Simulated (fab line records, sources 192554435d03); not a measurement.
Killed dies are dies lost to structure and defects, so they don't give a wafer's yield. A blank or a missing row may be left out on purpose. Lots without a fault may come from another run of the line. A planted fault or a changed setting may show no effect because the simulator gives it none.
Chamber matching | flow n5_finfet | N5_BEOL_M5_CO_CAP_78 on cvd_co-02: 3 sister chambers
The step material Co, precursor CCTBA/H2, target thk 2 nm, time 102.1 s. 6 wafers are shown with their chamber, then 12 later ones without.

WAFERS WITH THEIR CHAMBER
wafer  | chamber | heater_power_w (W)
L092.2 | 2       | 259
L092.4 | 2       | 264
L093.5 | 0       | 252
L094.2 | 1       | 246
L094.4 | 0       | 255
L094.6 | 1       | 259

WAFERS WITHOUT THEIR CHAMBER
wafer  | heater_power_w (W)
L095.1 | 250
L095.2 | 257
L095.4 | 256
L096.1 | 254
L096.5 | 251
L096.6 | 247
L097.1 | 256
L097.2 | 251
L097.3 | 251
L097.4 | 250
L097.5 | 254
L097.6 | 270

WHICH CHAMBER EACH WENT THROUGH
wafer  | from the rows above          | in truth
L095.1 | can't be placed: 1 or 0 or 2 | 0
L095.2 | can't be placed: 0 or 1 or 2 | 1
L095.4 | can't be placed: 0 or 1 or 2 | 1
L096.1 | can't be placed: 0 or 1 or 2 | 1
L096.5 | can't be placed: 1 or 0 or 2 | 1
L096.6 | can't be placed: 1 or 0 or 2 | 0
L097.1 | can't be placed: 0 or 1 or 2 | 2
L097.2 | can't be placed: 1 or 0 or 2 | 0
L097.3 | can't be placed: 1 or 0 or 2 | 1
L097.4 | can't be placed: 1 or 0 or 2 | 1
L097.5 | can't be placed: 0 or 1 or 2 | 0
L097.6 | can't be placed: 2 or 0 or 1 | 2
Placed correctly: 0 of 12. Can't be placed from these rows: 12 (the true chamber is among the candidates in 12). Placed wrongly: 0.
How it was worked out, from the rows above alone: a wafer's distance from a chamber is the root of the sum, over the readings, of the square of ((its reading less the chamber's mean) divided by the reading's scatter). The wafer belongs to the nearest chamber; if the next one is less than 2 further off, it can't be placed. A chamber's mean is the mean of its shown wafers. The scatter: the root of (the sum of the squares of (reading less its chamber's mean) over the shown wafers, divided by (wafers less chambers)).
